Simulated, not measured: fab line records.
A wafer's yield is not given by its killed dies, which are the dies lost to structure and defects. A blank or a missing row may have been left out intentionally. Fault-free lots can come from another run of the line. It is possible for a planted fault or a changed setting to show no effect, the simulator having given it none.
fab line records    flow n5_finfet
record: lots: 8  wafers: 24  last_day: 17
route steps=1938 shown BEOL_M9@1435
lots that met no fault: from a run of the same line without faults
start_h: start of the lot's first displayed wafer, in hours after the record's first day    wait_h: hours from the lot's prior step to this one    " repeats the value in the row above    L1.1+2: one row covering several wafers at once    - no value, or no start was given    * or withheld: withheld    < > ~ a bound
route shown NAME@n: NAME is a module with steps in the file, n the number in the route of the first one    usual: mean and standard deviation over wafers with no fault    same: alike in all rows    chamber/n: place in a boat    sites: per-site readings    _std_site: standard deviation of those values    _edge_site: mean of outer sites minus mean of inner sites    radius_mm: for every site, how far away it sits from the centre of the wafer    mask NAME#n: copy n    behind: the tool/chamber that last shaped the wafer    hold: cause of the lot's hold/its duration in hours/its outcome    device: the n, p or np transistor that did not switch    end of line: tests run on the same wafers once the route is complete    a step given without rows: its recipe and nothing more    killed: not the wafer's yield, but the dies lost to structure and defects at the first sort    map: dies across one wafer; x = killed, . = not, _ = none there
set.NAME: the setting that was run; set.NAME@STEP: the one run at that earlier step    model.NAME: the simulator's own value behind a step, which no gauge read
a sample of lots followed through the steps of the route, with each step as a table and each wafer as a row
services: from which hour (start_h, from the record's first day; less than 0 if before it) a tool's chamber was out of use, for how many hours, and why
== steps ==
step: N5_BEOL_M9_OVL_MEAS_29
recipe: points_per_wafer: 522
usual: V8_OVL: 0.1/0.72
lot.wafer  tool        chamber  start_h  wait_h  V8_OVL[nm]
L300.1     overlay-01  0        215.04   0.0     -0.6
L300.3     "           0        "        "       -2.1
L300.6     "           0        "        "       -0.4
L302.2     overlay-02  0        230.79   0.0     -0.5
L302.3     "           0        "        "       -0.2
L302.5     "           0        "        "       0.8
L308.2     overlay-01  0        263.15   0.0     0.0
L308.3     "           0        "        "       -1.1
L308.4     "           0        "        "       0.7
L314.2     overlay-02  0        302.64   0.0     -0.8
L314.5     "           0        "        "       1.1
L314.6     "           0        "        "       -0.5
L317.1     overlay-01  0        307.68   0.0     0.6
L317.2     "           0        "        "       -0.2
L317.4     "           0        "        "       -0.5
L315.1     overlay-01  0        308.78   0.0     0.5
L315.3     "           0        "        "       -0.3
L315.4     "           0        "        "       1.1
L318.2     overlay-02  0        314.82   0.0     -1.0
L318.5     "           0        "        "       -0.5
L318.6     "           0        "        "       -0.6
L322.1     overlay-02  0        348.32   0.0     0.6
L322.2     "           0        "        "       -0.3
L322.5     "           0        "        "       -0.3
step: N5_BEOL_M9_ETCH_66
recipe: chemistry: N2/H2  target: SOC  target_depth_a: 800  overetch_a: 160  mask_material: SiARC  temp_c: 40  time_s: 120  ion_energy_ev: 200  pressure_mtorr: 30  source_w: 840  bias_w: 150  n2_flow_sccm: 200  h2_flow_sccm: 200
usual: bias_w: 150.1/0.43  chamber_pressure_mTorr: 29.99/0.031  drypump_motor_current_A: 5.5/0.48  oes_product_au: 0.61/0.071  rf_fwd_power_W: 835.4/2.6  rf_vpp_V: 524.4/2.5  showerhead_plenum_p_Torr: 2.56/0.085  throttle_valve_pct: 17.73/0.28
lot.wafer  tool         chamber  start_h  wait_h  bias_w  chamber_pressure_mTorr  drypump_motor_current_A  oes_product_au  rf_fwd_power_W  rf_hours_counter_h  rf_vpp_V  showerhead_plenum_p_Torr  throttle_valve_pct
L300.1     rie_diel-02  3        215.21   0.0     150.9   30.02                   5.0                      0.65            833.1           53                  522.1     2.48                      17.94
L300.3     "            2        "        "       150.1   30.05                   5.1                      0.54            834.9           217                 523.7     2.53                      17.83
L300.6     "            3        "        "       150.4   30.00                   5.0                      0.65            835.9           -                   522.6     2.48                      17.92
L302.2     rie_diel-04  2        230.95   0.0     149.5   29.98                   4.7                      0.65            836.2           40                  529.5     2.71                      17.69
L302.3     "            0        "        "       150.2   30.05                   5.4                      0.69            835.0           32                  523.4     2.48                      17.57
L302.5     "            0        "        "       150.0   29.97                   5.4                      0.68            835.1           -                   521.5     2.48                      17.58
L308.2     rie_diel-04  0        263.32   0.0     150.3   30.00                   5.4                      0.67            835.7           40                  522.3     2.48                      17.58
L308.3     "            2        "        "       149.5   30.04                   4.7                      0.65            838.2           48                  527.8     2.71                      17.72
L308.4     "            1        "        "       150.4   29.97                   5.1                      0.72            827.2           19                  525.8     2.60                      17.49
L314.2     rie_diel-04  0        303.22   0.0     150.9   30.04                   5.4                      0.67            836.4           51                  521.0     2.48                      17.61
L314.5     "            2        "        "       151.0   29.99                   4.7                      0.64            841.0           -                   526.8     2.70                      17.72
L314.6     "            1        "        "       150.0   30.06                   5.1                      0.68            834.6           -                   524.9     2.60                      17.51
L317.1     rie_diel-02  0        307.87   0.0     148.8   30.00                   6.5                      0.68            834.4           29                  525.0     2.60                      17.37
L317.2     "            3        "        "       150.3   30.06                   5.0                      0.62            837.5           83                  522.5     2.47                      17.98
L317.4     "            1        "        "       150.2   29.96                   5.6                      0.54            832.8           197                 528.0     2.61                      17.82
L315.1     rie_diel-04  1        308.96   0.0     150.3   29.93                   5.1                      0.70            831.5           33                  525.4     2.60                      17.52
L315.3     "            0        "        "       150.4   29.99                   5.4                      0.66            839.1           54                  521.5     2.47                      17.61
L315.4     "            2        "        "       150.9   29.98                   4.7                      0.64            838.9           -                   528.1     2.70                      17.74
L318.2     rie_diel-02  1        314.98   0.0     149.7   29.99                   5.6                      0.54            835.5           200                 525.9     2.60                      17.84
L318.5     "            1        "        "       149.9   30.04                   5.6                      0.54            836.8           -                   527.0     2.60                      17.84
L318.6     "            3        "        "       150.0   29.99                   4.9                      0.62            834.2           -                   521.9     2.47                      17.97
L322.1     rie_diel-01  1        348.49   0.0     150.3   30.00                   6.0                      0.67            831.9           51                  523.7     2.46                      17.20
L322.2     "            0        "        "       150.1   30.00                   5.4                      0.59            831.1           129                 526.9     2.66                      17.86
L322.5     "            2        "        "       150.6   30.02                   5.4                      0.52            837.6           -                   523.8     2.53                      18.19
step: N5_BEOL_M9_STRIP_36
recipe: chemistry: N2/H2  power_w: 450  temp_c: 40  pressure_mtorr: 20  rf_frequency_hz: 6e+07  overash_fraction: 0.3  bias_power_w: 7  h2_frac: 0.5  n2_flow_sccm: 200  h2_flow_sccm: 200
usual: chamber_pressure_mTorr: 20.001/0.029  drypump_motor_current_A: 5.4/0.48  oes_product_au: 0.81/0.097  rf_vpp_V: 59.4/1.4  showerhead_plenum_p_Torr: 2.56/0.085  throttle_valve_pct: 23.5/0.31
lot.wafer  tool         chamber  start_h  wait_h  chamber_pressure_mTorr  drypump_motor_current_A  oes_product_au  rf_hours_counter_h  rf_vpp_V  showerhead_plenum_p_Torr  throttle_valve_pct
L300.1     rie_diel-02  3        215.38   0.0     20.079                  5.0                      0.86            53                  58.9      2.48                      23.9
L300.3     "            2        "        "       19.963                  5.1                      0.71            217                 61.5      2.53                      23.6
L300.6     "            3        "        "       20.010                  5.0                      0.85            -                   60.2      2.48                      23.9
L302.2     rie_diel-04  2        231.12   0.0     20.013                  4.7                      0.88            40                  62.1      2.71                      23.6
L302.3     "            0        "        "       19.931                  5.4                      0.91            32                  57.1      2.48                      23.4
L302.5     "            0        "        "       20.029                  5.4                      0.91            -                   58.3      2.48                      23.4
L308.2     rie_diel-04  0        263.48   0.0     20.024                  5.4                      0.90            40                  59.0      2.48                      23.4
L308.3     "            2        "        "       19.972                  4.7                      0.87            48                  60.3      2.70                      23.6
L308.4     "            1        "        "       20.013                  5.1                      0.95            19                  57.4      2.60                      23.4
L314.2     rie_diel-04  0        303.39   0.0     19.995                  5.4                      0.87            51                  57.9      2.47                      23.4
L314.5     "            2        "        "       20.052                  4.8                      0.84            -                   60.1      2.70                      23.6
L314.6     "            1        "        "       20.006                  5.1                      0.92            -                   60.1      2.60                      23.4
L317.1     rie_diel-02  0        308.03   0.0     20.055                  6.5                      0.89            29                  58.0      2.59                      23.3
L317.2     "            3        "        "       20.001                  5.0                      0.82            83                  59.3      2.46                      23.9
L317.4     "            1        "        "       20.003                  5.6                      0.72            197                 56.8      2.60                      23.5
L315.1     rie_diel-04  1        309.12   0.0     20.025                  5.1                      0.91            33                  57.7      2.59                      23.4
L315.3     "            0        "        "       20.008                  5.4                      0.87            54                  59.8      2.47                      23.4
L315.4     "            2        "        "       20.026                  4.7                      0.84            -                   62.0      2.70                      23.6
L318.2     rie_diel-02  1        315.14   0.0     19.971                  5.6                      0.71            200                 59.7      2.60                      23.5
L318.5     "            1        "        "       20.017                  5.6                      0.71            -                   59.8      2.60                      23.5
L318.6     "            3        "        "       20.048                  5.0                      0.82            -                   59.5      2.46                      23.9
L322.1     rie_diel-01  1        348.65   0.0     20.021                  5.9                      0.87            51                  59.4      2.45                      22.8
L322.2     "            0        "        "       20.019                  5.3                      0.77            129                 59.5      2.66                      23.7
L322.5     "            2        "        "       19.983                  5.4                      0.69            -                   58.4      2.52                      24.0
step: N5_BEOL_M9_TRENCH_ETCH_37
recipe: chemistry: C4F6/O2  target_depth_a: 1514.3  target: SiCOH_lowk  time_s: 49  ion_energy_ev: 250  pressure_mtorr: 30  source_w: 345  bias_w: 185  Ar_flow_sccm: 300  C4F6_flow_sccm: 10  O2_flow_sccm: 10
usual: bias_w: 185.0/0.54  chamber_pressure_mTorr: 30.002/0.027  drypump_motor_current_A: 5.4/0.47  mfc_ar_sccm: 300.1/0.87  oes_f_703_au: 0.81/0.099  oes_o_777_au: 0.81/0.098  oes_product_au: 0.81/0.099  rf_fwd_power_W: 341.4/1.3  rf_vpp_V: 660/11  showerhead_plenum_p_Torr: 2.87/0.093  throttle_valve_pct: 20.86/0.25
lot.wafer  tool         chamber  start_h  wait_h  bias_w  chamber_pressure_mTorr  drypump_motor_current_A  mfc_ar_sccm  oes_f_703_au  oes_o_777_au  oes_product_au  rf_fwd_power_W  rf_hours_counter_h  rf_vpp_V  showerhead_plenum_p_Torr  throttle_valve_pct
L300.1     rie_diel-02  3        215.42   -       184.5   29.969                  4.9                      299.5        0.86          0.85          0.85            342.5           53                  656       2.78                      20.99
L300.3     "            2        "        "       184.7   30.049                  5.1                      298.8        0.66          0.67          0.71            340.3           217                 681       2.83                      20.87
L300.6     "            3        "        "       185.1   29.989                  5.0                      300.2        0.86          0.85          0.86            341.8           -                   655       2.78                      20.99
L302.2     rie_diel-04  2        231.16   -       184.5   30.002                  4.7                      301.3        0.87          0.87          0.88            343.4           40                  664       3.03                      20.85
L302.3     "            0        "        "       184.8   29.975                  5.4                      299.4        0.92          0.92          0.91            337.2           32                  665       2.78                      20.73
L302.5     "            0        "        "       185.1   30.022                  5.4                      299.1        0.90          0.92          0.91            340.8           -                   666       2.78                      20.73
L308.2     rie_diel-04  0        263.52   -       185.2   30.017                  5.4                      300.5        0.89          0.90          0.89            339.9           40                  665       2.78                      20.73
L308.3     "            2        "        "       184.8   30.044                  4.7                      299.9        0.86          0.85          0.86            342.2           48                  665       3.03                      20.88
L308.4     "            1        "        "       185.3   30.012                  5.1                      299.5        0.93          0.91          0.94            341.7           19                  663       2.90                      20.53
L314.2     rie_diel-04  0        303.43   -       185.5   30.001                  5.4                      300.5        1.13          1.11          0.92            423.3           51                  596       2.78                      20.76
L314.5     "            2        "        "       184.8   29.961                  4.7                      300.7        1.10          1.05          0.90            424.9           -                   596       3.02                      20.90
L314.6     "            1        "        "       184.8   30.034                  5.1                      300.2        1.15          1.10          0.96            425.5           -                   596       2.89                      20.59
L317.1     rie_diel-02  0        308.07   -       185.9   30.003                  6.5                      301.8        0.91          0.90          0.88            339.9           29                  640       2.90                      20.39
L317.2     "            3        "        "       185.2   29.967                  4.9                      299.2        0.82          0.81          0.82            343.7           83                  655       2.77                      21.03
L317.4     "            1        "        "       184.5   29.995                  5.6                      299.9        0.72          0.72          0.72            342.9           197                 658       2.95                      21.19
L315.1     rie_diel-04  1        309.16   -       185.6   30.001                  5.1                      300.7        1.15          1.10          0.97            425.2           33                  594       2.89                      20.58
L315.3     "            0        "        "       185.5   30.006                  5.4                      300.8        1.13          1.11          0.92            423.7           54                  597       2.77                      20.76
L315.4     "            2        "        "       184.9   29.998                  4.7                      300.3        1.09          1.05          0.89            427.1           -                   596       3.02                      20.90
L318.2     rie_diel-02  1        315.18   -       186.1   30.036                  5.6                      300.9        0.71          0.71          0.71            340.3           200                 657       2.95                      21.19
L318.5     "            1        "        "       185.2   30.046                  5.6                      299.5        0.72          0.72          0.72            340.8           -                   657       2.95                      21.19
L318.6     "            3        "        "       184.2   29.998                  4.9                      300.8        0.81          0.80          0.82            341.4           -                   655       2.77                      21.04
L322.1     rie_diel-01  1        348.69   -       184.9   29.993                  6.0                      299.5        0.91          0.91          0.90            340.2           52                  674       2.78                      20.48
L322.2     "            0        "        "       185.1   30.041                  5.3                      300.4        0.81          0.83          0.77            341.4           129                 666       2.97                      20.93
L322.5     "            2        "        "       185.0   29.996                  5.4                      300.0        0.70          0.70          0.68            341.5           -                   653       2.82                      21.18
step: N5_BEOL_M9_OCD_MEAS_38
usual: trench_depth_nm: 152.2/2.9
lot.wafer  tool    chamber  start_h  wait_h  trench_depth_nm
L300.1     ocd-02  -        215.59   -       151.8
L300.3     "       -        "        "       149.4
L300.6     "       -        "        "       152.9
L302.2     ocd-01  -        231.33   -       155.7
L302.3     "       -        "        "       153.1
L302.5     "       -        "        "       153.1
L308.2     ocd-02  -        263.70   -       152.8
L308.3     "       -        "        "       153.0
L308.4     "       -        "        "       154.1
L314.2     ocd-01  -        303.60   -       166.0
L314.5     "       -        "        "       168.4
L314.6     "       -        "        "       168.1
L317.1     ocd-02  -        308.24   -       150.1
L317.2     "       -        "        "       153.6
L317.4     "       -        "        "       151.5
L315.1     ocd-02  -        309.33   -       169.3
L315.3     "       -        "        "       166.9
L315.4     "       -        "        "       168.0
L318.2     ocd-02  -        315.36   -       151.9
L318.5     "       -        "        "       152.8
L318.6     "       -        "        "       153.0
L322.1     ocd-01  -        348.86   -       156.8
L322.2     "       -        "        "       149.0
L322.5     "       -        "        "       147.3
step: N5_BEOL_M9_THK_MEAS_53
recipe: thk_meas_gauge: xrf  reads: Cu_of_BEOL_M9_ECD_50
usual: M9_THK: 140/3.2
lot.wafer  tool           chamber  start_h  wait_h  M9_THK[nm]
L300.1     film_metro-02  -        218.93   -       139
L300.3     "              -        "        "       134
L300.6     "              -        "        "       139
L302.2     film_metro-01  -        233.46   -       143
L302.3     "              -        "        "       140
L302.5     "              -        "        "       142
L308.2     film_metro-02  -        267.37   -       142
L308.3     "              -        "        "       141
L308.4     "              -        "        "       143
L314.2     film_metro-01  -        307.57   -       157
L314.5     "              -        "        "       157
L314.6     "              -        "        "       157
L317.1     film_metro-02  -        311.11   -       138
L317.2     "              -        "        "       141
L317.4     "              -        "        "       141
L315.1     film_metro-02  -        311.89   -       158
L315.3     "              -        "        "       155
L315.4     "              -        "        "       156
L318.2     film_metro-02  -        317.64   -       140
L318.5     "              -        "        "       140
L318.6     "              -        "        "       141
L322.1     film_metro-02  -        352.23   -       143
L322.2     "              -        "        "       137
L322.5     "              -        "        "       135
step: N5_BEOL_M9_RS_MEAS_57
recipe: thk_meas_gauge: four-point-probe  reads: Cu_of_BEOL_M9_ECD_50+Co_of_BEOL_M9_CVD_78+TaN_of_BEOL_M9_ALD_74
usual: M9_RS: 0.149/0.0036
lot.wafer  tool           chamber  start_h  wait_h  M9_RS[ohm/sq]
L300.1     film_metro-01  -        219.07   0.1     0.150
L300.3     "              -        "        "       0.155
L300.6     "              -        "        "       0.149
L302.2     film_metro-02  -        233.60   0.1     0.145
L302.3     "              -        "        "       0.150
L302.5     "              -        "        "       0.147
L308.2     film_metro-01  -        267.51   0.1     0.147
L308.3     "              -        "        "       0.147
L308.4     "              -        "        "       0.145
L314.2     film_metro-01  -        307.70   0.1     0.133
L314.5     "              -        "        "       0.132
L314.6     "              -        "        "       0.133
L317.1     film_metro-02  -        311.25   0.1     0.151
L317.2     "              -        "        "       0.146
L317.4     "              -        "        "       0.148
L315.1     film_metro-01  -        312.03   0.1     0.132
L315.3     "              -        "        "       0.134
L315.4     "              -        "        "       0.133
L318.2     film_metro-01  -        317.78   0.1     0.150
L318.5     "              -        "        "       0.149
L318.6     "              -        "        "       0.149
L322.1     film_metro-02  -        352.36   0.1     0.145
L322.2     "              -        "        "       0.153
L322.5     "              -        "        "       0.154
== services ==
tool         chamber  start_h  hours  kind
rie_diel-02  0        227.10   2.8    repair
rie_diel-02  1        264.14   12.0   repair
rie_diel-04  3        301.14   -      clean
rie_diel-04  3        301.14   -      consumable_replace:focus_ring
rie_diel-04  3        301.14   -      consumable_replace:showerhead
rie_diel-04  3        301.14   14.8   scheduled_down
rie_diel-04  3        301.14   14.8   vent_cycle
rie_diel-02  2        311.35   -      clean
rie_diel-02  2        311.35   -      consumable_replace:focus_ring
rie_diel-02  2        311.35   23.3   scheduled_down
rie_diel-02  2        311.35   23.3   vent_cycle
== key ==
first_sign: step: N5_BEOL_M9_TRENCH_ETCH_37  reading: rf_fwd_power_W  direction: up  sigmas: 63  usual: *  struck: *
effect: step: N5_BEOL_M9_TRENCH_ETCH_37  reading: rf_vpp_V  direction: down  sigmas: 5.8  usual: 660  struck: 596
effect: step: N5_BEOL_M9_OCD_MEAS_38  reading: trench_depth_nm  direction: up  sigmas: 5.4  usual: 152.2  struck: 167.8
effect: step: N5_BEOL_M9_THK_MEAS_53  reading: M9_THK  direction: up  sigmas: 5.2  usual: 140  struck: 157
effect: step: N5_BEOL_M9_RS_MEAS_57  reading: M9_RS  direction: down  sigmas: 4.5  usual: 0.149  struck: 0.133
met_at N5_BEOL_M9_TRENCH_ETCH_37
struck_lots L314,L315
not_acting_at N5_BEOL_M9_OVL_MEAS_29,N5_BEOL_M9_ETCH_66,N5_BEOL_M9_STRIP_36
onset_between 263.52 303.43
fault: kind: process_parameter_drift  tool: rie_diel-04  chamber: -  onset_h: 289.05  steps: N5_BEOL_M9_TRENCH_ETCH_37  channel: source_w  offset: 82.8  shape: step  acts_in: these_recipes_only  stated: 345
